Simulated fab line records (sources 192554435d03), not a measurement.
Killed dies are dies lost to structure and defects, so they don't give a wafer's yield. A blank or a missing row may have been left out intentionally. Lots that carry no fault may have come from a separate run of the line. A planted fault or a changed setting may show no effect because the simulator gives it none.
Split-lot trial :: flow n5-finfet :: on a route of 1938 steps: 7 lots, 21 wafers read

== ON THE SPLIT ==
At N5_ZERO_LAYER_COAT_05 (resist thk 1000 nm), the setting spin-rpm was moved away from the recipe's 1500 rpm on 9 of the 21 wafers read, by -9.7% to +10.7%. For the rest of the wafers, this setting stayed at what the recipe calls for.

== FROM THE SPLIT TO THE READING: what the file shows between them, 3 steps ==
- N5_ZERO_LAYER_EBR_07
- N5_ZERO_LAYER_SOFTBAKE_06: time 90 s
- N5_ZERO_LAYER_DESCUM_16: chemistry O2, time 7.9 s

== THE READING ==
coat_of_ZERO_LAYER_COAT_05.thk-nm (the simulator's own value, which no gauge read), in nm, at N5_ZERO_LAYER_ETCH_17 (etches SiO2 in CF4, target depth 12 nm, time 13.3 s). The file does not state a usual value for it. The 12 wafers here that ran the recipe average 969.5 nm, standard deviation 4.2 nm.

wafer: L081.1
tool, chamber at the split: litho-track-01, 0
spin-rpm as run, rpm: 1500
against the recipe: recipe
coat_of_ZERO_LAYER_COAT_05.thk-nm, nm: 976.2
against lot-mates on the recipe: -

wafer: L081.3
tool, chamber at the split: litho-track-01, 0
spin-rpm as run, rpm: 1500
against the recipe: recipe
coat_of_ZERO_LAYER_COAT_05.thk-nm, nm: 974.3
against lot-mates on the recipe: -

wafer: L081.6
tool, chamber at the split: litho-track-01, 0
spin-rpm as run, rpm: 1361
against the recipe: -9.3%
coat_of_ZERO_LAYER_COAT_05.thk-nm, nm: 1024
against lot-mates on the recipe: +48.8

wafer: L082.1
tool, chamber at the split: litho-track-04, 0
spin-rpm as run, rpm: 1500
against the recipe: recipe
coat_of_ZERO_LAYER_COAT_05.thk-nm, nm: 969.5
against lot-mates on the recipe: -

wafer: L082.4
tool, chamber at the split: litho-track-04, 0
spin-rpm as run, rpm: 1500
against the recipe: recipe
coat_of_ZERO_LAYER_COAT_05.thk-nm, nm: 967.1
against lot-mates on the recipe: -

wafer: L082.5
tool, chamber at the split: litho-track-04, 0
spin-rpm as run, rpm: 1500
against the recipe: recipe
coat_of_ZERO_LAYER_COAT_05.thk-nm, nm: 965.2
against lot-mates on the recipe: -

wafer: L084.3
tool, chamber at the split: litho-track-04, 0
spin-rpm as run, rpm: 1500
against the recipe: recipe
coat_of_ZERO_LAYER_COAT_05.thk-nm, nm: 966.1
against lot-mates on the recipe: -

wafer: L084.4
tool, chamber at the split: litho-track-04, 0
spin-rpm as run, rpm: 1500
against the recipe: recipe
coat_of_ZERO_LAYER_COAT_05.thk-nm, nm: 964.1
against lot-mates on the recipe: -

wafer: L084.6
tool, chamber at the split: litho-track-04, 0
spin-rpm as run, rpm: 1500
against the recipe: recipe
coat_of_ZERO_LAYER_COAT_05.thk-nm, nm: 963.2
against lot-mates on the recipe: -

wafer: L085.1
tool, chamber at the split: litho-track-04, 0
spin-rpm as run, rpm: 1354
against the recipe: -9.7%
coat_of_ZERO_LAYER_COAT_05.thk-nm, nm: 1020
against lot-mates on the recipe: no lot-mate on the recipe

wafer: L085.3
tool, chamber at the split: litho-track-04, 0
spin-rpm as run, rpm: 1354
against the recipe: -9.7%
coat_of_ZERO_LAYER_COAT_05.thk-nm, nm: 1022
against lot-mates on the recipe: no lot-mate on the recipe

wafer: L085.5
tool, chamber at the split: litho-track-04, 0
spin-rpm as run, rpm: 1354
against the recipe: -9.7%
coat_of_ZERO_LAYER_COAT_05.thk-nm, nm: 1023
against lot-mates on the recipe: no lot-mate on the recipe

wafer: L088.4
tool, chamber at the split: litho-track-01, 0
spin-rpm as run, rpm: 1433
against the recipe: -4.5%
coat_of_ZERO_LAYER_COAT_05.thk-nm, nm: 995.5
against lot-mates on the recipe: +22.4

wafer: L088.5
tool, chamber at the split: litho-track-01, 0
spin-rpm as run, rpm: 1433
against the recipe: -4.5%
coat_of_ZERO_LAYER_COAT_05.thk-nm, nm: 995.7
against lot-mates on the recipe: +22.6

wafer: L088.6
tool, chamber at the split: litho-track-01, 0
spin-rpm as run, rpm: 1500
against the recipe: recipe
coat_of_ZERO_LAYER_COAT_05.thk-nm, nm: 973.1
against lot-mates on the recipe: -

wafer: L096.1
tool, chamber at the split: litho-track-01, 0
spin-rpm as run, rpm: 1500
against the recipe: recipe
coat_of_ZERO_LAYER_COAT_05.thk-nm, nm: 973.1
against lot-mates on the recipe: -

wafer: L096.2
tool, chamber at the split: litho-track-01, 0
spin-rpm as run, rpm: 1654
against the recipe: +10.3%
coat_of_ZERO_LAYER_COAT_05.thk-nm, nm: 924.3
against lot-mates on the recipe: -48.8

wafer: L096.4
tool, chamber at the split: litho-track-01, 0
spin-rpm as run, rpm: 1654
against the recipe: +10.3%
coat_of_ZERO_LAYER_COAT_05.thk-nm, nm: 923.9
against lot-mates on the recipe: -49.2

wafer: L097.1
tool, chamber at the split: litho-track-04, 0
spin-rpm as run, rpm: 1500
against the recipe: recipe
coat_of_ZERO_LAYER_COAT_05.thk-nm, nm: 972.6
against lot-mates on the recipe: -

wafer: L097.4
tool, chamber at the split: litho-track-04, 0
spin-rpm as run, rpm: 1660
against the recipe: +10.7%
coat_of_ZERO_LAYER_COAT_05.thk-nm, nm: 922.3
against lot-mates on the recipe: -49.0

wafer: L097.5
tool, chamber at the split: litho-track-04, 0
spin-rpm as run, rpm: 1500
against the recipe: recipe
coat_of_ZERO_LAYER_COAT_05.thk-nm, nm: 970
against lot-mates on the recipe: -

THE FIT
A straight line over all 21 wafers: coat_of_ZERO_LAYER_COAT_05.thk-nm changes by -4.99 nm for each +1% of spin-rpm; r = -0.99; the points scatter about the line by 4.3 nm.
The same after taking each lot's own level away (the mean of its wafers on the recipe; 18 wafers): -4.86 nm for each +1%; r = -1.00; scatter 1.5 nm.
The reading moves by 52 nm for the largest change in spin-rpm, on that fit.
Measured against the standard deviation above, the lots' own levels, which go from 964.47 to 975.25 nm, span 2.6 times it.
The two slopes are in agreement: the lot-to-lot level therefore moves the slope only a little.
Check: with one of the wafers moved furthest among these (+10.7%) left out of the fit, the line predicts -52.2 nm for it against its lot-mates. Against them it came out at -49 nm.

== OTHER SPLITS APPLIED TO THESE WAFERS ==
Before the reading, these wafers also passed through other splits. Each is held against what the fit with the lots' levels taken away leaves over:
other split on the same wafers: N5_ZERO_LAYER_PECVD_02 time-s
wafers away from the commonest value: 8
r with coat_of_ZERO_LAYER_COAT_05.thk-nm (lot level and that fit taken away): +0.14

== THE WHOLE CHAIN: every reading that the file lists as answering this split, in the file's order ==
step: N5_ZERO_LAYER_COAT_05
what it does: resist thk 1000 nm
reading: coat_of_ZERO_LAYER_COAT_05.thk-nm (the simulator's own value, which no gauge read)
change (the file's fit): -4.84 nm for each +1% of the setting
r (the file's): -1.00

step: N5_ZERO_LAYER_ETCH_17
what it does: etches SiO2 in CF4, target depth 12 nm, time 13.3 s
reading: coat_of_ZERO_LAYER_COAT_05.thk-nm (the simulator's own value, which no gauge read)
change (the file's fit): -4.86 nm for each +1% of the setting
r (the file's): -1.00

step: N5_ZERO_LAYER_STRIP_24
what it does: strips in O2
reading: strip-time-to-endpoint-s
change (the file's fit): withheld for each +1% of the setting
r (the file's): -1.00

== THE FILE'S OWN FIT ==
coat_of_ZERO_LAYER_COAT_05.thk-nm changes by -4.86 nm for each +1% of spin-rpm, r = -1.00.
